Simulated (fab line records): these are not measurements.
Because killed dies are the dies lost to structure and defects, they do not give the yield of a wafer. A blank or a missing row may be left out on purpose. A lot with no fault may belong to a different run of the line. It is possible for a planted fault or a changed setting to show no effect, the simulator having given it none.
Which of the tools did it? / flow n5_finfet / 10 lots, 30 wafers sampled, at 5 steps of a route of 1938

== WHAT EACH GAUGE READ, for each wafer ==
N5_HKMG_FIN_OVL_MEAS_50. Usual: NDIPOLE_OVL typically reads 0.4 nm, with standard deviation 0.79.
lot=L126; measured=day 4 05:08; on=overlay-02; NDIPOLE_OVL (nm)=0.6 1.7 0.1; flag=
lot=L129; measured=day 4 23:10; on=overlay-02; NDIPOLE_OVL (nm)=0.8 0.6 0.0; flag=
lot=L133; measured=day 6 03:14; on=overlay-01; NDIPOLE_OVL (nm)=0.2 0.7 -1.0; flag=
lot=L134; measured=day 6 07:20; on=overlay-02; NDIPOLE_OVL (nm)=1.7 0.1 0.6; flag=
lot=L138; measured=day 7 06:33; on=overlay-01; NDIPOLE_OVL (nm)=0.2 -0.4 0.0; flag=
lot=L140; measured=day 7 17:33; on=overlay-02; NDIPOLE_OVL (nm)=0.9 1.0 0.0; flag=
lot=L142; measured=day 8 05:15; on=overlay-02; NDIPOLE_OVL (nm)=1.4 0.6 1.2; flag=
lot=L146; measured=day 9 09:57; on=overlay-02; NDIPOLE_OVL (nm)=2.0 0.3 1.5; flag=
lot=L147; measured=day 9 16:52; on=overlay-01; NDIPOLE_OVL (nm)=1.1 -0.4 0.8; flag=
lot=L148; measured=day 9 22:50; on=overlay-02; NDIPOLE_OVL (nm)=0.8 1.3 0.2; flag=

N5_BEOL_M4_RC_MEAS_101. Usual: DIBL_N 36.4 mV/V, standard deviation 1.4; DIBL_P 36.3 mV/V, standard deviation 1.8; IOFF_N 0.163 nA/um, standard deviation 0.024; IOFF_P 0.21 nA/um, standard deviation 0.034; ION_N 673 uA/um, standard deviation 11; ION_P 461 uA/um, standard deviation 7.4; SS_N 71.6 mV/dec, standard deviation 0.52; SS_P 73.3 mV/dec, standard deviation 0.58; VT_N 249.4 mV, standard deviation 2.5; VT_P -250 mV, standard deviation 3.5; VT_P_LONG -274.6 mV, standard deviation 2.7; VT_P_LVT -98.3 mV, standard deviation 2.7.
lot=L126; measured=day 8 02:40; on=prober-02; DIBL_N (mV/V)=37.2 36.7 37.6; DIBL_P (mV/V)=37.1 37.9 37.5; IOFF_N (nA/um)=0.176 0.180 0.190; IOFF_P (nA/um)=0.21 0.23 0.22; ION_N (uA/um)=668 684 673; ION_P (uA/um)=451 467 456; SS_N (mV/dec)=71.9 71.8 71.6; SS_P (mV/dec)=73.0 73.3 72.7; VT_N (mV)=248.3 248.2 248.1; VT_P (mV)=-249 -249 -249; VT_P_LONG (mV)=-275.7 -278.4 -277.1; VT_P_LVT (mV)=-99.4 -97.8 -98.5; flag=
lot=L129; measured=day 9 00:22; on=prober-02; DIBL_N (mV/V)=34.6 36.9 37.7; DIBL_P (mV/V)=33.8 36.4 38.1; IOFF_N (nA/um)=0.118 0.154 0.176; IOFF_P (nA/um)=0.20 0.25 0.27; ION_N (uA/um)=651 661 682; ION_P (uA/um)=458 462 477; SS_N (mV/dec)=70.6 72.2 72.1; SS_P (mV/dec)=72.5 72.9 74.1; VT_N (mV)=254.1 247.8 249.6; VT_P (mV)=-248 -247 -243; VT_P_LONG (mV)=-271.4 -272.1 -272.2; VT_P_LVT (mV)=-97.0 -95.0 -93.5; flag=
lot=L133; measured=day 9 20:26; on=prober-02; DIBL_N (mV/V)=36.0 35.0 36.5; DIBL_P (mV/V)=36.8 35.7 37.7; IOFF_N (nA/um)=0.169 0.145 0.174; IOFF_P (nA/um)=0.23 0.21 0.26; ION_N (uA/um)=665 666 680; ION_P (uA/um)=461 457 475; SS_N (mV/dec)=72.1 71.0 71.9; SS_P (mV/dec)=73.5 73.2 73.9; VT_N (mV)=248.2 248.0 247.9; VT_P (mV)=-247 -249 -244; VT_P_LONG (mV)=-271.5 -273.2 -270.0; VT_P_LVT (mV)=-95.9 -98.0 -94.9; flag=
lot=L134; measured=day 10 09:15; on=prober-01; DIBL_N (mV/V)=36.0 34.4 35.0; DIBL_P (mV/V)=35.9 34.8 34.5; IOFF_N (nA/um)=0.159 0.137 0.145; IOFF_P (nA/um)=0.20 0.18 0.18; ION_N (uA/um)=652 651 659; ION_P (uA/um)=450 451 446; SS_N (mV/dec)=72.2 70.9 71.7; SS_P (mV/dec)=73.1 72.5 73.3; VT_N (mV)=250.4 252.9 254.1; VT_P (mV)=-250 -254 -253; VT_P_LONG (mV)=-276.4 -275.5 -275.7; VT_P_LVT (mV)=-98.2 -99.6 -100.5; flag=
lot=L138; measured=day 11 15:20; on=prober-01; DIBL_N (mV/V)=35.8 35.5 37.7; DIBL_P (mV/V)=37.2 36.3 37.8; IOFF_N (nA/um)=0.162 0.154 0.188; IOFF_P (nA/um)=0.23 0.21 0.27; ION_N (uA/um)=688 684 680; ION_P (uA/um)=474 465 469; SS_N (mV/dec)=70.9 71.5 71.4; SS_P (mV/dec)=72.8 72.7 73.5; VT_N (mV)=247.3 248.5 244.9; VT_P (mV)=-246 -248 -244; VT_P_LONG (mV)=-267.7 -270.0 -270.2; VT_P_LVT (mV)=-95.0 -96.8 -92.9; flag=
lot=L140; measured=day 11 20:21; on=prober-01; DIBL_N (mV/V)=35.4 34.9 36.1; DIBL_P (mV/V)=36.8 35.6 36.5; IOFF_N (nA/um)=0.153 0.145 0.154; IOFF_P (nA/um)=0.22 0.16 0.21; ION_N (uA/um)=674 648 666; ION_P (uA/um)=461 439 458; SS_N (mV/dec)=71.8 71.6 71.9; SS_P (mV/dec)=72.6 73.0 73.0; VT_N (mV)=250.4 251.5 252.0; VT_P (mV)=-249 -258 -251; VT_P_LONG (mV)=-275.4 -281.8 -273.9; VT_P_LVT (mV)=-99.4 -106.9 -98.9; flag=
lot=L142; measured=day 12 02:36; on=prober-01; DIBL_N (mV/V)=36.4 34.9 35.2; DIBL_P (mV/V)=37.2 35.6 36.2; IOFF_N (nA/um)=0.175 0.147 0.153; IOFF_P (nA/um)=0.17 0.14 0.19; ION_N (uA/um)=676 683 682; ION_P (uA/um)=450 453 468; SS_N (mV/dec)=71.5 70.5 70.8; SS_P (mV/dec)=73.4 72.6 72.1; VT_N (mV)=248.3 248.0 249.0; VT_P (mV)=-255 -258 -251; VT_P_LONG (mV)=-283.8 -283.5 -274.3; VT_P_LVT (mV)=-104.7 -106.7 -98.5; flag=
lot=L146; measured=day 13 15:14; on=prober-02; DIBL_N (mV/V)=35.1 36.0 35.1; DIBL_P (mV/V)=34.8 35.2 35.0; IOFF_N (nA/um)=0.137 0.146 0.142; IOFF_P (nA/um)=0.19 0.20 0.20; ION_N (uA/um)=665 666 662; ION_P (uA/um)=460 455 456; SS_N (mV/dec)=70.9 71.1 70.9; SS_P (mV/dec)=73.0 72.9 72.6; VT_N (mV)=250.8 251.1 248.0; VT_P (mV)=-250 -250 -248; VT_P_LONG (mV)=-272.5 -273.5 -274.2; VT_P_LVT (mV)=-99.7 -100.1 -98.6; flag=
lot=L147; measured=day 13 12:08; on=prober-02; DIBL_N (mV/V)=35.3 34.5 35.9; DIBL_P (mV/V)=31.4 30.9 32.4; IOFF_N (nA/um)=0.130 0.117 0.137; IOFF_P (nA/um)=0.15 0.14 0.16; ION_N (uA/um)=674 669 660; ION_P (uA/um)=453 450 446; SS_N (mV/dec)=71.3 70.8 70.6; SS_P (mV/dec)=72.9 72.6 72.0; VT_N (mV)=250.6 251.5 250.8; VT_P (mV)=-258 -257 -255; VT_P_LONG (mV)=-276.4 -277.0 -277.1; VT_P_LVT (mV)=-102.9 -103.5 -102.8; flag=
lot=L148; measured=day 13 18:05; on=prober-01; DIBL_N (mV/V)=37.4 40.3 36.6; DIBL_P (mV/V)=35.5 38.7 33.9; IOFF_N (nA/um)=0.158 0.217 0.146; IOFF_P (nA/um)=0.23 0.30 0.22; ION_N (uA/um)=674 691 656; ION_P (uA/um)=466 465 458; SS_N (mV/dec)=71.0 72.4 71.6; SS_P (mV/dec)=73.2 73.9 72.1; VT_N (mV)=249.3 245.3 254.2; VT_P (mV)=-247 -242 -247; VT_P_LONG (mV)=-270.7 -272.9 -273.2; VT_P_LVT (mV)=-95.2 -92.6 -96.7; flag=

== WHAT TOOL EACH LOT RAN ON (gives the tool, then ch and the chambers of the sampled wafers, and finally the start) ==
lot=L126; N5_HKMG_FIN_HK_ALD_01=ald_hk-02 ch 0,1,2, day 4 04:17; N5_HKMG_FIN_ALD_74=ald_hk-01 ch 0,2,3, day 4 04:41; N5_HKMG_FIN_ALD_36=ald_metal-01 ch 1,2,3, day 4 07:23
lot=L129; N5_HKMG_FIN_HK_ALD_01=ald_hk-01 ch 1,2,3, day 4 21:58; N5_HKMG_FIN_ALD_74=ald_hk-03 ch 0,3, day 4 22:35; N5_HKMG_FIN_ALD_36=ald_metal-01 ch 0,1, day 5 01:31
lot=L133; N5_HKMG_FIN_HK_ALD_01=ald_hk-03 ch 0,1,3, day 6 02:14; N5_HKMG_FIN_ALD_74=ald_hk-01 ch 0,2,3, day 6 02:40; N5_HKMG_FIN_ALD_36=ald_metal-03 ch 0,1,2, day 6 05:51
lot=L134; N5_HKMG_FIN_HK_ALD_01=ald_hk-01 ch 2,3, day 6 06:10; N5_HKMG_FIN_ALD_74=ald_hk-02 ch 1,2,3, day 6 06:45; N5_HKMG_FIN_ALD_36=ald_metal-01 ch 0,1,2, day 6 10:10
lot=L138; N5_HKMG_FIN_HK_ALD_01=ald_hk-01 ch 2,3, day 7 05:22; N5_HKMG_FIN_ALD_74=ald_hk-02 ch 1,2, day 7 05:59; N5_HKMG_FIN_ALD_36=ald_metal-04 ch 0,2,3, day 7 08:56
lot=L140; N5_HKMG_FIN_HK_ALD_01=ald_hk-01 ch 0,2,3, day 7 16:41; N5_HKMG_FIN_ALD_74=ald_hk-02 ch 0,3, day 7 17:07; N5_HKMG_FIN_ALD_36=ald_metal-01 ch 0,2,3, day 7 19:47
lot=L142; N5_HKMG_FIN_HK_ALD_01=ald_hk-01 ch 1,2,3, day 8 04:12; N5_HKMG_FIN_ALD_74=ald_hk-02 ch 1,2,3, day 8 04:41; N5_HKMG_FIN_ALD_36=ald_metal-01 ch 1,2,3, day 8 07:29
lot=L146; N5_HKMG_FIN_HK_ALD_01=ald_hk-03 ch 0,1, day 9 09:05; N5_HKMG_FIN_ALD_74=ald_hk-01 ch 0,1, day 9 09:29; N5_HKMG_FIN_ALD_36=ald_metal-03 ch 1,2,3, day 9 12:10
lot=L147; N5_HKMG_FIN_HK_ALD_01=ald_hk-03 ch 0,1,2, day 9 15:53; N5_HKMG_FIN_ALD_74=ald_hk-01 ch 0,1,3, day 9 16:17; N5_HKMG_FIN_ALD_36=ald_metal-03 ch 0,2,3, day 9 19:11
lot=L148; N5_HKMG_FIN_HK_ALD_01=ald_hk-01 ch 0,3, day 9 21:52; N5_HKMG_FIN_ALD_74=ald_hk-02 ch 0,3, day 9 22:16; N5_HKMG_FIN_ALD_36=ald_metal-04 ch 0,1,2, day 10 01:21
- N5_HKMG_FIN_HK_ALD_01: deposits HfO2, target thk 1.6 nm, pulse time 3 s, purge time 3 s.
- N5_HKMG_FIN_ALD_74: deposits La2O3, target thk 0.5 nm, pulse time 6 s, co reactant pulse time 1 s.
- N5_HKMG_FIN_ALD_36: deposits TiN, target thk 1 nm, pulse time 1 s, purge time 3 s.

== WHAT THE TOOLS THEMSELVES READ (means of the sampled wafers that have a number; where no wafer has one, the mark that the record gives instead) ==
N5_HKMG_FIN_HK_ALD_01. Usual: precursor_pulse_height_rel at 0.997, with a standard deviation of 0.021.
lot=L126 tool=ald_hk-02 precursor_pulse_height_rel=1.012 flag=
lot=L129 tool=ald_hk-01 precursor_pulse_height_rel=0.985 flag=
lot=L133 tool=ald_hk-03 precursor_pulse_height_rel=1.004 flag=
lot=L134 tool=ald_hk-01 precursor_pulse_height_rel=1.009 flag=
lot=L138 tool=ald_hk-01 precursor_pulse_height_rel=0.983 flag=
lot=L140 tool=ald_hk-01 precursor_pulse_height_rel=0.978 flag=
lot=L142 tool=ald_hk-01 precursor_pulse_height_rel=0.996 flag=
lot=L146 tool=ald_hk-03 precursor_pulse_height_rel=0.989 flag=
lot=L147 tool=ald_hk-03 precursor_pulse_height_rel=0.975 flag=
lot=L148 tool=ald_hk-01 precursor_pulse_height_rel=0.992 flag=

N5_HKMG_FIN_ALD_74. Usual: heater_power_w 357 W, standard deviation 35; precursor_pulse_height_rel 1.003, standard deviation 0.021.
lot=L126; tool=ald_hk-01; heater_power_w (W)=375; precursor_pulse_height_rel=1.016; flag=
lot=L129; tool=ald_hk-03; heater_power_w (W)=357; precursor_pulse_height_rel=1.005; flag=
lot=L133; tool=ald_hk-01; heater_power_w (W)=374; precursor_pulse_height_rel=1.014; flag=
lot=L134; tool=ald_hk-02; heater_power_w (W)=330; precursor_pulse_height_rel=1.010; flag=
lot=L138; tool=ald_hk-02; heater_power_w (W)=299; precursor_pulse_height_rel=0.993; flag=
lot=L140; tool=ald_hk-02; heater_power_w (W)=380; precursor_pulse_height_rel=1.010; flag=
lot=L142; tool=ald_hk-02; heater_power_w (W)=332; precursor_pulse_height_rel=1.006; flag=
lot=L146; tool=ald_hk-01; heater_power_w (W)=349; precursor_pulse_height_rel=1.021; flag=
lot=L147; tool=ald_hk-01; heater_power_w (W)=361; precursor_pulse_height_rel=1.013; flag=
lot=L148; tool=ald_hk-02; heater_power_w (W)=391; precursor_pulse_height_rel=0.978; flag=

N5_HKMG_FIN_ALD_36. Usual: chamber_pressure_Torr 2.999 Torr, standard deviation 0.0063; heater_power_w 849 W, standard deviation 130; precursor_pulse_height_rel 1.002, standard deviation 0.022.
lot=L126; tool=ald_metal-01; chamber_pressure_Torr (Torr)=2.996; heater_power_w (W)=807; precursor_pulse_height_rel=1.013; flag=
lot=L129; tool=ald_metal-01; chamber_pressure_Torr (Torr)=2.996; heater_power_w (W)=670; precursor_pulse_height_rel=1.008; flag=
lot=L133; tool=ald_metal-03; chamber_pressure_Torr (Torr)=3.002; heater_power_w (W)=920; precursor_pulse_height_rel=1.003; flag=
lot=L134; tool=ald_metal-01; chamber_pressure_Torr (Torr)=2.995; heater_power_w (W)=710; precursor_pulse_height_rel=1.020; flag=
lot=L138; tool=ald_metal-04; chamber_pressure_Torr (Torr)=2.999; heater_power_w (W)=936; precursor_pulse_height_rel=0.984; flag=
lot=L140; tool=ald_metal-01; chamber_pressure_Torr (Torr)=2.995; heater_power_w (W)=825; precursor_pulse_height_rel=1.009; flag=
lot=L142; tool=ald_metal-01; chamber_pressure_Torr (Torr)=3.000; heater_power_w (W)=827; precursor_pulse_height_rel=0.993; flag=
lot=L146; tool=ald_metal-03; chamber_pressure_Torr (Torr)=2.996; heater_power_w (W)=913; precursor_pulse_height_rel=1.006; flag=
lot=L147; tool=ald_metal-03; chamber_pressure_Torr (Torr)=2.997; heater_power_w (W)=896; precursor_pulse_height_rel=1.003; flag=
lot=L148; tool=ald_metal-04; chamber_pressure_Torr (Torr)=3.001; heater_power_w (W)=943; precursor_pulse_height_rel=0.967; flag=

== THE ANSWER, worked out from the rows above alone ==
Rule: a lot is off if the mean of its wafers that have a number lies more than 3 standard deviations from the usual mean. Also off: a lot with no number at a reading for which 4 or more lots have one. Any other lot the step has rows for is counted as sound. First the gauges in route order, then the tools' own readings, where a lot's mean is used as printed above. At the first step where some lot is off, the reading lying furthest off is the one used; lots without a number count as furthest.
No lot is off at any reading shown: from this, nothing can be told.

== WHAT WAS PUT IN BY THE SIMULATOR ==
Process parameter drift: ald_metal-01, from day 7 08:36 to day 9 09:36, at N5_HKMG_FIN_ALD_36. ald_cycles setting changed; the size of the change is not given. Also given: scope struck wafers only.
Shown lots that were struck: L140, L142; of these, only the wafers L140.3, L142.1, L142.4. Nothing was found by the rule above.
